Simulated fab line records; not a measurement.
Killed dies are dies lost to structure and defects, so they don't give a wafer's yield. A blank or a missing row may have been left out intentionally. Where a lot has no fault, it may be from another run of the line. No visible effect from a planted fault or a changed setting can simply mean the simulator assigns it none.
Comparing a struck lot with a sound one / flow n5Finfet / 36 steps out of a route of 1938
Sound: wafers L687.1, L687.4, L687.5. Struck: wafer L697.1 (left out: L697.3, L697.5 of the same lot, which were not struck); the cause appears at the end.
Per side, at each step with rows, come the tool, then ch with its chambers, and then its first start. Under that, the readings that differ: sound wafers / struck wafers / difference of the means / sigmas: that difference in standard deviations of wafers without a fault.
alike: words and numbers the same on both sides, and readings whose means are apart by under 2 such deviations; not compared: readings that were withheld, readings missing a value for some wafer, numbers with overlapping values and no deviation given by the record, and bounds like >300 which may hide the same value.
A row with sigmas, a row that says differs or no value, or rows on one side alone: a step with any of these is where the two part. Numbers that don't overlap but have no deviation are shown without sigmas and don't part them. A reading that every wafer of one side lacks parts them only if that side has two wafers or more.

first, 9 steps without rows for these wafers: N5_BEOL_M4_ANNEAL_95 (time 240 s); N5_BEOL_M4_SPUTTER_96 (material Cu, target thk 4.5 nm, time 8.29 s); N5_BEOL_M4_ECD_50 (material Cu, target thk 300 nm); N5_BEOL_M4_ANNEAL_51 (time 90 s); N5_BEOL_M4_CMP_52 (polishes, stops on SiOC, t overpolish 6.8 s, target thk 40 nm); N5_BEOL_M4_PRE_CLEAN_60 (time 15 s); N5_BEOL_M4_CO_CAP_55 (material Co, precursor CCTBA/H2, target thk 2 nm, time 102.1 s); N5_BEOL_M4_PRE_CLEAN_56 (time 15 s); N5_BEOL_M4_DEP_57 (deposits SiCN from 3MS/NH3, target thk 8 nm, time 14 s).
N5_BEOL_M4_RC_MEAS_101:
  sound on prober-01 ch 0, day 9 15:20; struck on prober-01 ch 0, day 13 02:19
  alike: DIBL_N, DIBL_P, IOFF_N, IOFF_P, ION_N, ION_P, SS_N, SS_P, VT_N, VT_P
then, 24 steps without rows for these wafers: N5_BEOL_M5_ILD_DEP_00 (deposits SiCOH lowk from DEMS/porogen, target thk 140.64 nm, time 25.9 s); N5_BEOL_M5_CURE_79 (cures SiCOH lowk, time 240 s); N5_BEOL_M5_PECVD_70 (deposits SiO2 from TEOS/O2, target thk 16 nm, time 18 s); N5_BEOL_M5_HM_DEP_02 (deposits TiN, target thk 20 nm); N5_BEOL_M5_COAT_59 (time 60 s, resist thk 60 nm); N5_BEOL_M5_COAT_60 (time 60 s, resist thk 12 nm); N5_BEOL_M5_COAT_71 (time 60 s, resist thk 5 nm); N5_BEOL_M5_COAT_05 (resist thk 30 nm); N5_BEOL_M5_EBR_07; N5_BEOL_M5_SOFTBAKE_06 (time 60 s); N5_BEOL_M5_EXPOSE_08 (exposes mask M5, target cd 28 nm); N5_BEOL_M5_PEB_09 (peb time 60 s); N5_BEOL_M5_DEVELOP_10 (develop time 30 s); N5_BEOL_M5_DESCUM_16 (chemistry O2, time 7 s); N5_BEOL_M5_ETCH_72 (etches underlayer in N2/H2, target depth 6.5 nm, time 5.2 s); N5_BEOL_M5_ETCH_61 (etches SiARC in CF4, target depth 15.6 nm, time 26 s); N5_BEOL_M5_ETCH_62 (etches SOC in N2/H2, target depth 75 nm, overetch 15 nm, time 112.5 s); N5_BEOL_M5_STRIP_63 (strips in N2/H2); N5_BEOL_M5_STRIP_73 (strips in N2/H2); N5_BEOL_M5_STRIP_64 (strips in CF4); N5_BEOL_M5_HM_OPEN_17 (chemistry Cl2/BCl3, target TiN, target depth 20 nm, overetch 6 nm); N5_BEOL_M5_STRIP_19 (strips in O2); N5_BEOL_M5_COAT_65 (time 60 s, resist thk 60 nm); N5_BEOL_M5_COAT_66 (time 60 s, resist thk 12 nm).
N5_BEOL_M6_VIA_ETCH_34: etches SiCOH lowk in C4F6/O2, target depth 126.3 nm, time 50.9 s.
  sound on rieDiel-04 ch 2,3, day 10 12:49; struck on rieDiel-04 ch 3, day 13 20:13
reading=runLengthS (s); sound=74.4 74.6 74.1; struck=60.3; difference=-14.1; sigmas=-37
reading=model.etch.depthNm (nm); sound=122.8 121.9 126.3; struck=92.13; difference=-31.54; sigmas=
reading=model.SOC_of_BEOL_M6_COAT_63.thkNm (nm); sound=54.2 54.2 54.2; struck=55.8; difference=+1.6; sigmas=
  alike: drypumpMotorCurrentA, oesProductAu, rfVppV, showerheadPlenumPTorr, throttleValvePct
  not compared: rfHoursCounterH
-- record jumps: 4 days separate the struck wafers' starts on either side; left off in module BEOL_M6, taken up again in module PASSIVATION, whose first shown step is the route's number 1936 --
N5_PASSIVATION_PROBE_49:
  rows exist in the record for the struck wafers here (prober-01, day 17 09:20), but not for the sound ones

## WHERE THEY PART
At N5_BEOL_M6_VIA_ETCH_34 first; at N5_PASSIVATION_PROBE_49 last (within this record only).

WHY: what the simulator had put in
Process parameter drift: rieDiel-04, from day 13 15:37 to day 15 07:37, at N5_BEOL_M6_VIA_ETCH_34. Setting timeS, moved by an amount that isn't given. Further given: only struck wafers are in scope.
